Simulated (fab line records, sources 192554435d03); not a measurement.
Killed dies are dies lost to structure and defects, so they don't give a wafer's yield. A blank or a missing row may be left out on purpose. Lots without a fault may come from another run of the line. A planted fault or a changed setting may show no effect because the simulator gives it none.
Chamber matching | flow n5_finfet | N5_BEOL_M7_STRIP_36 on rie_diel-02: 4 sister chambers
The step strips in N2/H2. 4 wafers are shown with their chamber, then 10 later ones without.

WAFERS WITH THEIR CHAMBER
wafer  | chamber | throttle_valve_pct (%)
L083.6 | 1       | 23.4
L088.2 | 3       | 23.7
L091.2 | 2       | 23.8
L091.3 | 0       | 22.8

WAFERS WITHOUT THEIR CHAMBER
wafer  | throttle_valve_pct (%)
L091.5 | 22.9
L092.1 | 22.8
L092.4 | 23.7
L092.6 | 22.8
L095.1 | 23.7
L095.5 | 22.8
L095.6 | 23.8
L097.3 | 23.8
L097.4 | 23.7
L097.6 | 22.8

WHICH CHAMBER EACH WENT THROUGH
wafer  | from the rows above | in truth
L091.5 | 0                   | 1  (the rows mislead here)
L092.1 | 0                   | 0
L092.4 | 3                   | 3
L092.6 | 0                   | 0
L095.1 | 3                   | 3
L095.5 | 0                   | 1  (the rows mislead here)
L095.6 | 2                   | 2
L097.3 | 2                   | 2
L097.4 | 3                   | 3
L097.6 | 0                   | 0
Placed correctly: 8 of 10. Can't be placed from these rows: 0. Placed wrongly: 2.
How it was worked out, from the rows above alone: a wafer's distance from a chamber is the root of the sum, over the readings, of the square of ((its reading less the chamber's mean) divided by the reading's scatter). The wafer belongs to the nearest chamber; if the next one is less than 2 further off, it can't be placed. A chamber's mean is the mean of its shown wafers. The scatter: with one shown wafer a chamber, the root of the mean of the squares of how far each hidden wafer lies from its nearest shown one.
